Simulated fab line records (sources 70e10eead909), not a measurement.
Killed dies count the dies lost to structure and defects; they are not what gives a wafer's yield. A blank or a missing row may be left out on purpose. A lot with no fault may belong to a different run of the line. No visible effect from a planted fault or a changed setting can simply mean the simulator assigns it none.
A struck lot beside a sound one -- flow nandHarc -- 13 out of 1302 route steps
Sound: the wafers L609.1, L609.2, L609.3. The struck wafers were L614.3, L614.5, L614.6. At the end, the cause is stated.
Each step with rows lists, per side, the tool, then ch with its chambers, then its first start. Under that, the readings that differ: sound wafers -- struck wafers -- difference of the means -- sigmas: that difference in standard deviations of wafers without a fault.
alike: a reading whose means differ by less than 2 such deviations, as well as words and numbers matching on both sides. not compared: withheld readings; readings where some wafer has no value; bounds like >300 that might hide an equal value; numbers whose values overlap and for which the record gives no deviation.
The two part at a step that has a row with sigmas, a row that says differs or no value, or rows on one side only. Numbers that don't overlap but have no deviation are shown without sigmas and don't part them. A reading missing from all wafers of one side parts the sides only when that side holds two or more wafers.

NHARC_P_GATE_RTA_82: time 30 s.
  sound on rtpAnneal-02 ch 0, day 7 01:08; struck on rtpAnneal-02 ch 0, day 9 02:55
  alike: lampPowerPct, lamp_zone_2_pct, lamp_zone_3_pct, wafer_temp_C_max
NHARC_P_GATE_INSPECT_68:
  sound on defectInspect-01 at day 7 01:19; struck on defectInspect-01 at day 9 03:04
  alike: rawDefectCount
NHARC_P_CONTACT_DEP_30: deposits SiNx, target thk 30 nm.
  sound on pecvd-04 ch 0,1,2, day 7 01:23; struck on pecvd-04 ch 0,2, day 9 03:12
  alike: heaterPowerW
NHARC_P_CONTACT_DEP_00: deposits SiO2, target thk 500 nm.
  sound: pecvd-04 ch 0,1,2; struck: pecvd-04 ch 0,2
  alike: heaterPowerW, throttleValvePct
NHARC_P_CONTACT_CMP_01: polishes SiO2, target thk 200 nm.
  sound on cmp-01 ch 0,2,3, day 7 02:07; struck on cmp-02 ch 0,3, day 9 03:52
  alike: motorCurrentA
then, 6 steps without rows for these wafers: NHARC_P_CONTACT_SRD_03; NHARC_P_CONTACT_DEHYDRATE_04 (time 120 s); NHARC_P_CONTACT_HMDS_05 (time 30 s); NHARC_P_CONTACT_COAT_33 (time 75 s); NHARC_P_CONTACT_COAT_34 (time 65 s); NHARC_P_CONTACT_COAT_06 (resist thk 90 nm).
NHARC_P_CONTACT_SOFTBAKE_07: time 55 s.
  sound on lithoTrack-01 ch 0, day 7 02:00; struck on lithoTrack-01 ch 0, day 9 04:00
reading,sound,struck,difference,sigmas
heaterPowerTotalW (W),188.71 188.44 188.43,222.57 222.43 222.53,+33.98,+99 or more
following that, these wafers have no rows for 1 step: NHARC_P_CONTACT_EBR_08.

WHERE THEY PART
Only at NHARC_P_CONTACT_SOFTBAKE_07, within this record.

WHY: what had been put in by the simulator
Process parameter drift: lithoTrack-01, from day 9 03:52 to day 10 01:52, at NHARC_P_CONTACT_SOFTBAKE_07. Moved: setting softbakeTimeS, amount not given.
